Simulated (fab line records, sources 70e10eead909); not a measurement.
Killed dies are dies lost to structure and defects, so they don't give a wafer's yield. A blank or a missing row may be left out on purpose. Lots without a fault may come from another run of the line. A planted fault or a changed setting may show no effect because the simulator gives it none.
One fault seen from 2 desks | flow nand_harc | each desk has only its own numbers; what lay behind them comes last

THE TOOL OWNER'S DESK: rie_metal-01
The tool's own readings at NHARC_A_WL_FILL_ETCHBACK_05 (etches the open film in Cl2/BCl3, target depth 22 nm, time 60 s): means of the sampled wafers that have a number, for each lot that ran on this tool. A lot is out of limits, marked OUT, if its mean lies more than 4 standard deviations from the usual mean; the brackets give that distance.
Columns: A = drypump_motor_current_A at NHARC_A_WL_FILL_ETCHBACK_05, usual 5.67 A; B = oes_product_au at NHARC_A_WL_FILL_ETCHBACK_05, usual 1.001 a.u.; C = run_length_s at NHARC_A_WL_FILL_ETCHBACK_05, usual 81.4 s
lot  | first seen here | A    | B     | C
L500 | day 24 15:11    | 5.94 | 0.997 | 81.7
L505 | day 25 15:26    | 5.93 | 1.009 | 81.2
L508 | day 27 08:53    | 5.77 | 0.994 | 81.3
L513 | day 29 03:58    | 5.94 | 1.002 | 82.3
L515 | day 29 19:45    | 5.85 | 0.999 | 83.1 (+5.6) OUT
This desk's finding: out of limits on L515; first on L515, day 29 19:45 (run_length_s at NHARC_A_WL_FILL_ETCHBACK_05). In limits: L500, L505, L508, L513.

THE DEFECT DESK
What the inspections along the route counted, lot by lot: means of the sampled wafers that have a number. A lot is out of limits, marked OUT, if its mean lies more than 4 standard deviations from the usual mean; the brackets give that distance.
Columns: A = raw_defect_count at NHARC_A_SIN_REMOVE_INSPECT_04, usual 364
lot  | first seen here | A
L495 | day 20 17:06    | 327
L494 | day 20 19:43    | 357
L497 | day 21 15:29    | 338
L498 | day 22 14:44    | 378
L502 | day 24 00:03    | 447
L500 | day 24 13:35    | 246
L504 | day 24 21:41    | 298
L503 | day 25 01:27    | 293
L505 | day 25 13:50    | 436
L508 | day 27 07:13    | 435
L513 | day 29 02:17    | 376
L515 | day 29 18:07    | 420
This desk's finding: nothing out of limits on any of the 12 lots.

PUT TOGETHER
The tool owner's desk could have raised an alarm at day 29 19:45, on L515.
The defect desk saw nothing out of limits.
The defect desk has L515 on record, within its limits.
Of the lots named, all ran NHARC_A_WL_FILL_ETCHBACK_05 on rie_metal-01.

WHAT THE SIMULATOR HAD PUT IN
Process parameter drift: rie_metal-01, from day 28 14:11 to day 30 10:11, at NHARC_A_WL_FILL_ETCHBACK_05. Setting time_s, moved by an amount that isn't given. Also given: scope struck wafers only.
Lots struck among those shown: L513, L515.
Hours from the fault's start to each desk's first reading out of limits: the tool owner's desk, 30.
